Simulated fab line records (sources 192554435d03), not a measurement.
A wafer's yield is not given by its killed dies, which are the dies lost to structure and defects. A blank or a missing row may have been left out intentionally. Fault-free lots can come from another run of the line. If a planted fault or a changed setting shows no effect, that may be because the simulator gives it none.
fab line records	flow n5-finfet
record: lots: 6	wafers: 18	last-day: 15
route steps=1938 shown DUMMY_GATE@250 SPACER0@258 SD_EPI_N@262 BEOL_M4@1111 PASSIVATION@1936
lots that met no fault: from a run of the same line without faults
start-h: start of the lot's first displayed wafer, in hours after the record's first day	wait-h: hours elapsed since this lot's preceding step	" as in the row above	L1.1+2: one row covering several wafers at once	- no value, or no start given	* or withheld: withheld	< > ~ a bound
route shown NAME@n: a module of which the file shows steps, and the number in the route of the first	usual: the fault-free wafers' mean and standard deviation	same: alike in all rows	chamber/n: place in a boat	sites: the reading at each site	_std_site: the standard deviation of these	_edge_site: mean of outer sites minus mean of inner sites	radius-mm: for every site, how far away it sits from the centre of the wafer	mask NAME#n: copy n	behind: tool/chamber where the wafer was last shaped	hold: reason for holding the lot/hours on hold/outcome of the hold	device: names the non-switching transistor (n, p or np)	end of line: tests of these same wafers at the route's end	a step with no rows: only its recipe	killed: not the wafer's yield, but the dies lost to structure and defects at the first sort	map: a wafer's dies, x killed, . not, _ none there
set.NAME: the setting as run; set.NAME@STEP: as run at that earlier step	model.NAME: the simulator's own value behind a step, which no gauge read
lots at selected steps of the route; one table per step, one row per wafer
services: the hour from which a tool's chamber was out of use, counted from the record's first day as start-h (under 0 if before that day), plus the number of hours and why
== steps ==
step: N5_DUMMY_GATE_ETCH_42
recipe: chemistry: CHF3/O2	target: SiO2	target-depth-a: 35	time-s: 31	ion-energy-ev: 30	bias-w: 12	pressure-mtorr: 30	source-w: 600	Ar_flow_sccm: 200	CHF3_flow_sccm: 50	O2_flow_sccm: 5
usual: CHF3_flow_sccm: 49.97/0.14	drypump-motor-current-A: 5.8/0.48	mfc-ar-sccm: 200.1/0.64	oes-product-au: 0.78/0.069	rf-vpp-V: 42.7/0.85	showerhead-plenum-p-Torr: 2.42/0.085	throttle-valve-pct: 18.96/0.19
same: time-s: 31
lot.wafer	tool	chamber	start-h	wait-h	CHF3_flow_sccm	drypump-motor-current-A	mfc-ar-sccm	oes-product-au	rf-hours-counter-h	rf-vpp-V	showerhead-plenum-p-Torr	throttle-valve-pct
L896.2	rie-diel-06	1	51.16	0.0	50.09	6.4	199.4	0.80	112	43.3	2.52	19.11
L896.5	"	2	"	"	50.02	5.5	200.2	0.75	-	43.0	2.31	19.01
L896.6	"	3	"	"	49.86	5.9	200.9	0.89	-	42.7	2.37	18.83
L898.3	rie-diel-05	3	58.92	0.2	50.10	5.1	199.8	0.69	213	42.9	2.28	18.98
L898.5	"	1	"	"	49.89	5.4	200.6	0.81	-	42.4	2.32	18.65
L898.6	"	0	"	"	49.85	6.8	199.8	0.88	-	41.6	2.56	18.63
L901.2	rie-diel-05	3	76.65	0.0	49.80	5.1	199.3	0.68	218	42.5	2.28	18.96
L901.5	"	0	"	"	50.15	6.8	199.8	0.86	-	43.4	2.56	18.62
L901.6	"	1	"	"	49.90	5.4	199.0	0.80	-	42.0	2.32	18.69
L902.1	rie-diel-06	3	85.14	0.1	50.04	5.9	199.9	0.88	50	41.1	2.36	18.85
L902.3	"	0	"	"	50.24	5.8	199.6	0.72	210	42.1	2.48	19.28
L902.4	"	2	"	"	49.78	5.4	201.6	0.75	203	42.0	2.31	19.03
L910.3	rie-diel-03	1	131.28	0.0	49.98	6.1	199.8	0.75	158	42.1	2.43	18.89
L910.4	"	0	"	"	50.01	5.9	200.0	0.82	85	42.8	2.44	18.85
L910.6	"	2	"	"	49.97	6.1	199.9	0.71	-	42.8	2.48	19.01
L911.2	rie-diel-06	0	136.53	0.1	50.16	5.8	199.5	0.71	225	43.2	2.48	19.32
L911.3	"	3	"	"	49.83	5.9	200.4	0.86	60	41.7	2.36	18.86
L911.6	"	1	"	"	49.83	6.4	201.8	0.78	-	43.8	2.51	19.15
step: N5_DUMMY_GATE_STRIP_48
recipe: chemistry: N2/H2	time-s: 20	power-w: 100	temp-c: 40	pressure-mtorr: 100	rf-frequency-hz: 6e+07	bias-power-w: 3	n2-flow-sccm: 300	h2-flow-sccm: 300
usual: drypump-motor-current-A: 5.9/0.48	oes-product-au: 0.78/0.068	rf-vpp-V: 45.3/0.86	showerhead-plenum-p-Torr: 3.39/0.12	throttle-valve-pct: 12.36/0.23
same: time-s: 20
lot.wafer	tool	chamber	start-h	wait-h	drypump-motor-current-A	oes-product-au	rf-hours-counter-h	rf-vpp-V	showerhead-plenum-p-Torr	throttle-valve-pct
L896.2	rie-diel-06	1	51.21	0.0	6.4	0.80	112	46.3	3.56	12.56
L896.5	"	2	"	"	5.4	0.74	-	45.5	3.21	12.39
L896.6	"	3	"	"	6.0	0.91	-	44.4	3.32	12.10
L898.3	rie-diel-05	3	58.97	0.0	5.1	0.70	213	45.6	3.22	12.52
L898.5	"	1	"	"	5.4	0.83	-	45.5	3.26	12.02
L898.6	"	0	"	"	6.8	0.89	-	46.2	3.56	11.92
L901.2	rie-diel-05	3	76.70	0.0	5.1	0.69	218	45.5	3.22	12.54
L901.5	"	0	"	"	6.8	0.88	-	46.6	3.55	11.93
L901.6	"	1	"	"	5.4	0.81	-	45.2	3.25	12.03
L902.1	rie-diel-06	3	85.19	0.0	5.9	0.89	50	45.0	3.31	12.12
L902.3	"	0	"	"	5.8	0.72	210	44.8	3.47	12.68
L902.4	"	2	"	"	5.5	0.74	203	44.2	3.20	12.38
L910.3	rie-diel-03	1	131.32	0.0	6.1	0.75	158	45.7	3.36	12.27
L910.4	"	0	"	"	5.9	0.82	85	45.8	3.42	12.18
L910.6	"	2	"	"	6.1	0.72	-	45.3	3.48	12.49
L911.2	rie-diel-06	0	136.58	0.0	5.8	0.71	225	46.3	3.47	12.71
L911.3	"	3	"	"	6.0	0.88	60	46.2	3.31	12.16
L911.6	"	1	"	"	6.4	0.79	-	46.6	3.54	12.63
step: N5_DUMMY_GATE_PRECLEAN_33
recipe: chemistry: dHF	time-s: 10	dilution: 750:1	temp-c: 25
step: N5_DUMMY_GATE_PRECLEAN_25
recipe: chemistry: O3/DIW	time-s: 45	temp-c: 22	o3-ppm: 10
step: N5_DUMMY_GATE_PRECLEAN_51
recipe: chemistry: SC2	time-s: 45	temp-c: 35	mix: 1:1:50
step: N5_DUMMY_GATE_SRD_26
recipe: dry: ipa-marangoni	time-s: 30	temp-c: 23	rinse-liquid: diw
step: N5_DUMMY_GATE_UV_OZONE_45
recipe: time-s: 120	pressure-torr: 760	temp-c: 25
step: N5_DUMMY_GATE_INSPECT_27
recipe: inspect-instrument: brightfield	mode: aei
usual: raw-defect-count: 313/96
lot.wafer	tool	chamber	start-h	wait-h	raw-defect-count
L896.2	defect-inspect-02	-	51.40	0.0	254
L896.5	"	-	"	"	431
L896.6	"	-	"	"	357
L898.3	defect-inspect-01	-	59.16	0.0	271
L898.5	"	-	"	"	296
L898.6	"	-	"	"	362
L901.2	defect-inspect-02	-	76.89	0.0	387
L901.5	"	-	"	"	391
L901.6	"	-	"	"	302
L902.1	defect-inspect-02	-	85.37	0.0	478
L902.3	"	-	"	"	461
L902.4	"	-	"	"	520
L910.3	defect-inspect-01	-	131.51	0.0	305
L910.4	"	-	"	"	227
L910.6	"	-	"	"	200
L911.2	defect-inspect-02	-	136.77	0.0	154
L911.3	"	-	"	"	278
L911.6	"	-	"	"	256
step: N5_SPACER0_ALD_07
recipe: material: SiNx	target-thk-a: 20	temp-c: 400	ald-precursor-family: SiH2I2	ald-co-reactant: N2/H2-plasma	pressure-torr: 2
usual: heater-power-w: 864/67
lot.wafer	tool	chamber	start-h	wait-h	heater-power-w
L896.2	ald-sin-03	3	51.44	0.0	874
L896.5	"	1	"	"	823
L896.6	"	0	"	"	875
L898.3	ald-sin-01	2	59.19	0.0	989
L898.5	"	1	"	"	834
L898.6	"	0	"	"	938
L901.2	ald-sin-01	2	76.92	0.0	1026
L901.5	"	2	"	"	1012
L901.6	"	3	"	"	887
L902.1	ald-sin-01	3	85.41	0.0	876
L902.3	"	2	"	"	997
L902.4	"	1	"	"	808
L910.3	ald-sin-03	0	131.55	0.0	831
L910.4	"	1	"	"	782
L910.6	"	3	"	"	848
L911.2	ald-sin-02	2	136.81	0.0	768
L911.3	"	3	"	"	862
L911.6	"	1	"	"	853
step: N5_SPACER0_ALD_00
recipe: material: SiOCN	target-thk-a: 35	temp-c: 400	ald-precursor-family: alkyl-aminosilane	ald-co-reactant: O2/N2-plasma	pulse-time-s: 3	purge-time-s: 2	co-reactant-purge-time-s: 2	ald-cycles: 58	pressure-torr: 2
usual: heater-power-w: 865/65	precursor-pulse-height-rel: 1.000/0.02
same: co-reactant-purge-time-s: 2
lot.wafer	tool	chamber	start-h	wait-h	heater-power-w	precursor-pulse-height-rel
L896.2	ald-sin-03	3	51.59	0.1	880	1.003
L896.5	"	1	"	"	834	1.022
L896.6	"	0	"	"	860	0.997
L898.3	ald-sin-01	2	59.34	0.1	1021	1.021
L898.5	"	1	"	"	796	1.025
L898.6	"	0	"	"	946	0.979
L901.2	ald-sin-01	2	77.08	0.1	1012	1.018
L901.5	"	2	"	"	1001	1.017
L901.6	"	3	"	"	826	0.995
L902.1	ald-sin-01	3	85.56	0.1	863	0.960
L902.3	"	2	"	"	1036	1.042
L902.4	"	1	"	"	801	1.012
L910.3	ald-sin-03	0	131.70	0.1	857	1.001
L910.4	"	1	"	"	817	1.003
L910.6	"	3	"	"	818	1.011
L911.2	ald-sin-02	2	136.96	0.1	761	0.980
L911.3	"	3	"	"	845	1.010
L911.6	"	1	"	"	875	1.003
step: N5_SPACER0_ALD_08
recipe: material: SiNx	target-thk-a: 20	temp-c: 400	ald-precursor-family: SiH2I2	ald-co-reactant: N2/H2-plasma	pressure-torr: 2
usual: heater-power-w: 865/65
lot.wafer	tool	chamber	start-h	wait-h	heater-power-w
L896.2	ald-sin-03	3	51.85	0.1	914
L896.5	"	1	"	"	831
L896.6	"	0	"	"	881
L898.3	ald-sin-01	2	59.60	0.1	988
L898.5	"	1	"	"	802
L898.6	"	0	"	"	954
L901.2	ald-sin-01	2	77.33	0.1	993
L901.5	"	2	"	"	1025
L901.6	"	3	"	"	864
L902.1	ald-sin-01	3	85.82	0.1	856
L902.3	"	2	"	"	1002
L902.4	"	1	"	"	806
L910.3	ald-sin-03	0	131.96	0.1	873
L910.4	"	1	"	"	785
L910.6	"	3	"	"	836
L911.2	ald-sin-02	2	137.22	0.1	774
L911.3	"	3	"	"	849
L911.6	"	1	"	"	876
step: N5_SPACER0_INSPECT_04
recipe: inspect-instrument: darkfield	mode: post-dep
usual: raw-defect-count: 146/38
lot.wafer	tool	chamber	start-h	wait-h	raw-defect-count
L896.2	defect-inspect-01	-	52.00	0.1	90
L896.5	"	-	"	"	155
L896.6	"	-	"	"	113
L898.3	defect-inspect-02	-	59.76	0.1	168
L898.5	"	-	"	"	201
L898.6	"	-	"	"	232
L901.2	defect-inspect-01	-	77.49	0.1	142
L901.5	"	-	"	"	143
L901.6	"	-	"	"	128
L902.1	defect-inspect-02	-	85.98	0.1	204
L902.3	"	-	"	"	179
L902.4	"	-	"	"	199
L910.3	defect-inspect-01	-	132.12	0.1	141
L910.4	"	-	"	"	100
L910.6	"	-	"	"	91
L911.2	defect-inspect-02	-	137.37	0.1	124
L911.3	"	-	"	"	142
L911.6	"	-	"	"	140
step: N5_SD_EPI_N_COAT_32
recipe: resist: SOC	temp-c: 250	time-s: 60	spin-rpm: 1500	resist-thk-nm: 350
usual: spin-speed-rpm: 1500.0/0.96
same: time-s: 60
lot.wafer	tool	chamber	start-h	wait-h	spin-speed-rpm	model.SOC_of_SD_EPI_N_COAT_32.thk-nm
L896.2	litho-track-03	0	52.04	0.0	1501.0	350
L896.5	"	0	"	"	1499.8	350.6
L896.6	"	0	"	"	1498.6	350
L898.3	litho-track-02	0	59.79	0.0	1499.8	351.2
L898.5	"	0	"	"	1499.8	350.8
L898.6	"	0	"	"	1501.4	351.2
L901.2	litho-track-02	0	77.52	0.0	1459.7	356.4
L901.5	"	0	"	"	1459.0	356.2
L901.6	"	0	"	"	1460.3	356.4
L902.1	litho-track-02	0	86.01	0.0	1460.3	353
L902.3	"	0	"	"	1460.7	353.8
L902.4	"	0	"	"	1460.1	354
L910.3	litho-track-03	0	132.15	0.0	1499.9	350.4
L910.4	"	0	"	"	1499.9	350.6
L910.6	"	0	"	"	1499.2	351.2
L911.2	litho-track-03	0	137.41	0.0	1499.9	350
L911.3	"	0	"	"	1499.7	350.6
L911.6	"	0	"	"	1499.6	350.8
step: N5_SD_EPI_N_COAT_33
recipe: resist: SiARC	temp-c: 220	time-s: 60	spin-rpm: 1500	resist-thk-nm: 35
step: N5_BEOL_M4_RC_MEAS_101
usual: DIBL_N: 36.1/1.6	DIBL_P: 35.8/2.1	IOFF_N: 0.16/0.031	IOFF_P: 0.21/0.034	ION_N: 673/12	ION_P: 461/7.2	SS_N: 71.4/0.59	SS_P: 73.3/0.63	VT_N: 250/3.1	VT_P: -250/3.3
lot.wafer	tool	chamber	start-h	wait-h	DIBL_N[mV/V]	DIBL_P[mV/V]	IOFF_N[nA/um]	IOFF_P[nA/um]	ION_N[uA/um]	ION_P[uA/um]	SS_N[mV/dec]	SS_P[mV/dec]	VT_N[mV]	VT_P[mV]
L896.2	prober-02	0	175.40	0.2	36.0	35.0	0.16	0.20	663	453	71.8	73.5	248	-251
L896.5	"	0	"	"	33.9	32.9	0.13	0.17	671	458	69.9	73.1	254	-253
L896.6	"	0	"	"	35.9	35.7	0.16	0.21	672	459	71.0	73.6	248	-253
L898.3	prober-02	0	186.35	0.3	35.4	35.2	0.12	0.18	651	460	71.8	73.1	252	-251
L898.5	"	0	"	"	34.6	33.7	0.12	0.16	666	452	70.6	72.8	254	-255
L898.6	"	0	"	"	36.8	36.7	0.15	0.20	675	462	72.1	73.5	250	-250
L901.2	prober-01	0	203.01	0.2	38.2	37.8	0.18	0.23	680	463	72.2	73.3	251	-249
L901.5	"	0	"	"	40.0	41.0	0.21	0.29	679	465	72.3	74.3	247	-246
L901.6	"	0	"	"	39.5	39.4	0.21	0.25	690	462	72.2	73.2	246	-247
L902.1	prober-01	0	210.18	0.0	33.8	33.7	0.11	0.16	644	443	71.2	73.1	253	-253
L902.3	"	0	"	"	35.4	34.8	0.14	0.17	656	450	70.8	73.2	250	-255
L902.4	"	0	"	"	35.0	34.2	0.14	0.16	660	444	71.4	73.6	253	-257
L910.3	prober-02	0	254.15	0.3	33.5	33.2	0.13	0.17	668	463	70.3	72.5	250	-252
L910.4	"	0	"	"	36.6	36.0	0.18	0.20	687	461	72.0	73.0	246	-254
L910.6	"	0	"	"	33.2	32.4	0.12	0.15	671	460	70.5	72.3	253	-254
L911.2	prober-01	0	259.82	0.2	37.1	37.5	0.19	0.23	676	464	71.8	73.4	250	-248
L911.3	"	0	"	"	32.4	31.9	0.11	0.15	649	451	69.9	72.0	253	-254
L911.6	"	0	"	"	36.4	36.3	0.17	0.22	679	468	71.4	73.4	249	-251
step: N5_PASSIVATION_PROBE_49
usual: defect-limited-yield: 91.0/1.5	killed_at_M0_to_M3: 35/11	killed_at_M4_up: 13/6	killed-at-contacts: 14/6.5	killed-at-front-end: 40/12	killed-at-other: 4/3.4	killed-dies: 106/18	killed-open: 68/14	killed-short: 35/7.7	sort_bin_5_function: 5.2/0.98	sort_bin_6_memory: 3.4/0.72	sort-n-pass: 1074/18	sort-yield-pct: 91.0/1.5
same: gross-dies: 1180	killed-at-back-side: 0	sort_bin_4_leakage[%]: 0	sort_bin_8_speed[%]: 0
lot.wafer	tool	chamber	start-h	wait-h	defect-limited-yield[%]	killed_at_M0_to_M3	killed_at_M4_up	killed-at-contacts	killed-at-front-end	killed-at-other	killed-dies	killed-open	killed-short	sort_bin_5_function[%]	sort_bin_6_memory[%]	sort-n-pass	sort-yield-pct[%]
L896.2	prober-02	-	289.79	0.1	91.2	38	24	15	23	4	104	70	32	5.7	3.1	1076	91.2
L896.5	prober-02	-	289.94	0.2	90.3	33	19	13	48	2	115	75	38	5.3	3.8	1065	90.3
L896.6	prober-02	-	289.99	0.3	89.3	42	17	15	50	2	126	75	48	6.0	3.9	1054	89.3
L901.2	prober-01	-	301.72	0.1	93.2	27	11	15	20	7	80	51	26	4.2	2.5	1100	93.2
L901.5	prober-01	-	301.87	0.2	90.6	42	13	11	41	4	111	77	34	6.4	2.6	1069	90.6
L901.6	prober-01	-	301.92	0.3	92.5	30	7	11	36	5	89	59	30	4.2	3.1	1091	92.5
L902.1	prober-01	-	306.71	0.0	88.3	36	14	18	67	3	138	109	23	6.3	5.3	1042	88.3
L902.3	prober-01	-	306.81	0.1	89.7	62	11	17	31	0	121	79	35	6.0	3.9	1059	89.7
L902.4	prober-01	-	306.86	0.2	88.6	27	26	24	57	1	135	95	37	6.5	4.6	1045	88.6
killed by level:class
L896.2 BEOL_M0_SAQP:geometric-particle:short=12 MOL_CONTACT_COAG:geometric-particle:open=11 BEOL_M0_SAQP:geometric-particle:open=10 BEOL_M4:geometric-particle:open=9 STI_FIN_REVEAL:geometric-particle:open=7 FIN_SAQP:geometric-particle:open=5 FIN_SAQP:geometric-particle:short=4 MOL_CONTACT_COAG:geometric-particle:short=4
L896.5 FIN_SAQP:geometric-particle:short=13 MOL_CONTACT_COAG:geometric-particle:open=10 STI_FIN_REVEAL:geometric-particle:open=9 BEOL_M3:geometric-particle:open=9 BEOL_M0_SAQP:geometric-particle:open=6 BEOL_M2:geometric-particle:open=6 FIN_SAQP:geometric-particle:open=5 BEOL_M0_SAQP:geometric-particle:short=5
L896.6 STI_FIN_REVEAL:geometric-particle:open=14 FIN_SAQP:geometric-particle:short=13 MOL_CONTACT_COAG:geometric-particle:open=12 BEOL_M4:geometric-particle:open=11 BEOL_M2:geometric-particle:open=9 BEOL_M0_SAQP:geometric-particle:short=8 BEOL_M1:geometric-particle:open=7 BEOL_M0_SAQP:geometric-particle:open=6
L901.2 MOL_CONTACT_COAG:geometric-particle:open=12 BEOL_M2:geometric-particle:open=8 BEOL_M0_SAQP:geometric-particle:open=6 FIN_SAQP:geometric-particle:short=4 FIN_SAQP:geometric-particle:open=4 BEOL_M0_SAQP:geometric-particle:short=4 DUMMY_GATE:geometric-particle:open=3 BEOL_M2:geometric-particle:short=3
L901.5 BEOL_M2:geometric-particle:open=20 FIN_SAQP:geometric-particle:short=13 FIN_SAQP:geometric-particle:open=12 MOL_CONTACT_COAG:geometric-particle:open=9 BEOL_M1:geometric-particle:open=6 BEOL_M0_SAQP:geometric-particle:open=5 DUMMY_GATE:geometric-particle:open=4 BEOL_M4:geometric-particle:open=4
L901.6 FIN_SAQP:geometric-particle:short=13 BEOL_M2:geometric-particle:open=12 MOL_CONTACT_COAG:geometric-particle:open=10 DUMMY_GATE:geometric-particle:open=8 FIN_SAQP:geometric-particle:open=5 BEOL_M4:geometric-particle:open=5 STI_FIN_REVEAL:geometric-particle:open=4 BEOL_M0_SAQP:geometric-particle:open=4
L902.1 STI_FIN_REVEAL:geometric-particle:open=26 MOL_CONTACT_COAG:geometric-particle:open=14 FIN_SAQP:geometric-particle:open=10 BEOL_M1:geometric-particle:open=9 BEOL_M0_SAQP:geometric-particle:open=9 BEOL_M2:geometric-particle:open=9 STARTING-WAFER:geometric-particle:open=8 ILD0:geometric-particle:open=6
L902.3 BEOL_M0_SAQP:geometric-particle:short=16 MOL_CONTACT_COAG:geometric-particle:open=15 BEOL_M0_SAQP:geometric-particle:open=14 BEOL_M1:geometric-particle:open=11 BEOL_M2:geometric-particle:open=10 STARTING-WAFER:geometric-particle:open=5 FIN_SAQP:geometric-particle:open=4 FIN_SAQP:geometric-particle:short=4
L902.4 MOL_CONTACT_COAG:geometric-particle:open=20 STI_FIN_REVEAL:geometric-particle:open=18 BEOL_M4:geometric-particle:open=15 FIN_SAQP:geometric-particle:short=11 BEOL_M3:geometric-particle:open=7 FIN_SAQP:geometric-particle:open=6 BEOL_M0_SAQP:geometric-particle:short=5 BEOL_M5:geometric-particle:open=5
== services ==
tool	chamber	start-h	hours	kind
rie-diel-05	0	28.35	1.7	repair
ald-sin-02	3	38.80	6.9	repair
rie-diel-05	1	44.15	5.6	repair
rie-diel-05	2	58.53	-	clean
rie-diel-05	2	58.53	-	consumable-replace:focus-ring
rie-diel-05	2	58.53	9.1	scheduled-down
rie-diel-05	2	58.53	9.1	vent-cycle
rie-diel-05	0	62.71	3.0	repair
ald-sin-03	1	67.81	6.7	repair
ald-sin-02	0	76.00	12.0	repair
rie-diel-06	1	79.24	2.5	repair
ald-sin-03	-	86.62	14.0	pm
ald-sin-03	0	86.62	14.0	vent-cycle
ald-sin-03	1	86.62	14.0	vent-cycle
ald-sin-03	2	86.62	14.0	vent-cycle
ald-sin-03	3	86.62	14.0	vent-cycle
rie-diel-06	3	91.35	10.4	repair
ald-sin-03	0	100.62	-	clean
ald-sin-03	1	100.62	-	clean
ald-sin-03	2	100.62	-	clean
ald-sin-03	3	100.62	-	clean
rie-diel-03	1	111.25	11.3	repair
== key ==
first-sign: step: N5_SD_EPI_N_COAT_32	reading: spin-speed-rpm	direction: down	sigmas: 42	usual: *	struck: *
effect none on later readings
model-effect: step: N5_SD_EPI_N_COAT_32	value: SOC_of_SD_EPI_N_COAT_32.thk-nm	without: 350.2	struck: 355
met-at N5_SD_EPI_N_COAT_32
struck-wafers L901.2,L901.5,L901.6,L902.1,L902.3,L902.4
onset-between 59.79 77.52
fault: kind: process-parameter-drift	tool: litho-track-02	chamber: -	onset-h: 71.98	steps: N5_SD_EPI_N_COAT_32	channel: spin-rpm	offset: *	shape: step	end-h: 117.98	acts-in: *	stated: *
